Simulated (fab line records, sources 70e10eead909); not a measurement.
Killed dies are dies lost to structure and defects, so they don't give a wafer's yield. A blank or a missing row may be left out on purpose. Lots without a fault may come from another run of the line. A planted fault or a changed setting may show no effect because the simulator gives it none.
Which tool did it? | flow nand_harc | 12 lots, 36 wafers sampled, at 1 step of a route of 1159

WHAT THE GAUGES READ, wafer by wafer
NHARC_P_ZERO_WELL_CD_MEAS_37: target cd 720 nm.
lot  | measured    | on        | cd_nm (nm)
L075 | day 1 22:29 | cd_sem-03 | 726 719 722
L077 | day 2 10:07 | cd_sem-01 | 716 715 720
L079 | day 2 22:06 | cd_sem-01 | 714 713 717
L081 | day 3 10:14 | cd_sem-01 | 724 726 726
L083 | day 3 22:07 | cd_sem-03 | 717 719 719
L085 | day 4 10:17 | cd_sem-03 | 715 716 719
L087 | day 4 22:06 | cd_sem-03 | 720 721 725
L089 | day 5 10:08 | cd_sem-01 | 719 717 718
L091 | day 5 22:11 | cd_sem-03 | 717 715 719
L093 | day 6 10:13 | cd_sem-01 | 723 719 722
L095 | day 6 22:07 | cd_sem-02 | 715 719 717
L097 | day 7 10:07 | cd_sem-01 | 726 720 720

WHICH TOOL RAN EACH LOT (tool, then ch and the chambers of the sampled wafers, then the start)
The record holds no process step before these readings.

THE ANSWER, worked out from the rows above alone
Rule: what is usual is taken from the lots themselves. Put in order of their means at a reading, lots are off if they are a third of the lots or fewer, leave a main group of 4 or more, and stand apart from it by a gap of 3 or more times the standard deviation of the main group's means; of several such gaps the widest counts. A main group whose means are all the same, to the digits that the tables above print for the reading, isn't used. A lot without any number at a reading at which 4 lots or more have one is off too. The other lots that the step has rows for count as sound.
No lot is off at any reading shown: from this, nothing can be told.

WHAT THE SIMULATOR HAD PUT IN
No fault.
